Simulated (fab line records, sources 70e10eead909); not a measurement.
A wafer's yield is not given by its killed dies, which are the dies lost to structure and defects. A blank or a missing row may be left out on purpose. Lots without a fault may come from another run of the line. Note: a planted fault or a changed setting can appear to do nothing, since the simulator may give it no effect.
A lot that was struck, set against a sound lot ; flow nandHarc ; 18 out of 1302 route steps
Sound: these wafers, L252.3, L252.4, L252.5. The struck wafers were L245.1, L245.2, L245.4. The cause is given at the end.
Per side, at each step with rows, come the tool, then ch with its chambers, and then its first start. Under that, the readings that differ: sound wafers ; struck wafers ; difference of the means ; sigmas: that difference in standard deviations of wafers without a fault.
alike: a reading whose means differ by less than 2 such deviations, as well as words and numbers matching on both sides. not compared: withheld readings; readings where some wafer has no value; bounds like >300 that might hide an equal value; numbers whose values overlap and for which the record gives no deviation.
Wherever a step has rows on one side only, a row that says differs or no value, or a row with sigmas, the two part there. Numbers that don't overlap but have no deviation are shown without sigmas and don't part them. Lack of a reading on every wafer of one side parts them only where that side has two or more wafers.

NHARC_THIN_TSV_GRIND_00:
  sound on grinder-01 ch 0, day 32 00:24; struck on grinder-01 ch 0, day 28 17:22
  alike: headPressurePsi, motorCurrentA
NHARC_THIN_TSV_CMP_01: polishes.
  sound on cmp-04 ch 2,3, day 32 01:14; struck on cmp-04 ch 0,1,2, day 28 18:37
  alike: motorCurrentA
NHARC_THIN_TSV_THK_MEAS_02: measures by ir.
  struck on filmMetro-01, day 28 18:52; sound on filmMetro-02, day 32 01:29
  alike: thkNm
then, 3 steps without rows for these wafers: NHARC_THIN_TSV_SRD_03; NHARC_THIN_TSV_PRECLEAN_41 (cleans in SC1); NHARC_THIN_TSV_SRD_42.
NHARC_THIN_TSV_DEP_43: deposits SiO2, target thk 1328.5 nm.
  sound on pecvd-02 ch 0,1, day 32 01:44; struck on pecvd-03 ch 0,2, day 28 19:05
  alike: throttleValvePct
then, 5 steps without rows for these wafers: NHARC_THIN_TSV_DEHYDRATE_04 (time 120 s); NHARC_THIN_TSV_HMDS_05 (time 30 s); NHARC_THIN_TSV_COAT_06; NHARC_THIN_TSV_SOFTBAKE_07 (time 95 s); NHARC_THIN_TSV_EBR_08.
NHARC_THIN_TSV_EXPOSE_09: exposes mask TSV.
  sound on krfScanner-04 ch 0, day 32 02:16; struck on krfScanner-02 ch 0, day 28 19:46
reading;sound;struck;difference;sigmas
exposureDoseMJCm2;30.64 30.61 30.65;35.61 35.60 35.58;+4.96;+99 or more
  alike: mask, focusOffsetNm
then, 2 steps without rows for these wafers: NHARC_THIN_TSV_PEB_10 (peb time 85 s); NHARC_THIN_TSV_DEVELOP_11 (time 70 s).
NHARC_THIN_TSV_CD_MEAS_12: target cd 1000 nm.
  sound on cdSem-03 ch 0, day 32 02:25; struck on cdSem-01 ch 0, day 28 19:55
reading;sound;struck;difference;sigmas
cdNm (nm);998.6 997.1 997.0;1003.5 1003.0 1002.3;+5.4;+4
then, 1 step without rows for these wafers: NHARC_THIN_TSV_HARDBAKE_13 (time 80 s).
NHARC_END_SORT_01:
  sound on prober-01 ch 0, day 32 19:28; struck on prober-02 ch 0, day 29 09:35
reading;sound;struck;difference;sigmas
defectLimitedYield (%);87.6 88.9 88.2;94.2 93.9 94.4;+5.9;+2
killedAtPeriphery;13 12 9;2 4 2;-9;-3
killedDies;84 75 80;39 41 38;-40;-2
sort_bin_4_pct (%);6.6 6.2 7.7;3.0 4.7 2.8;-3.3;-2
sortNPass;593 602 597;638 636 639;+40;+2
sortYieldPct (%);87.6 88.9 88.2;94.2 93.9 94.4;+5.9;+2
  alike: killedAtArray, killedAtOther, killedOpen, killedShort, sort_bin_2_pct, sort_bin_3_pct, sortRimYieldPct

## WHERE THEY PART
First at NHARC_THIN_TSV_EXPOSE_09; last, within this record, at NHARC_END_SORT_01.

WHY: the cause the simulator had injected
Drift in process parameters on krfScanner-02 at NHARC_THIN_TSV_EXPOSE_09, starting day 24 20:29. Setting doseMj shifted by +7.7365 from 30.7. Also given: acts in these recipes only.
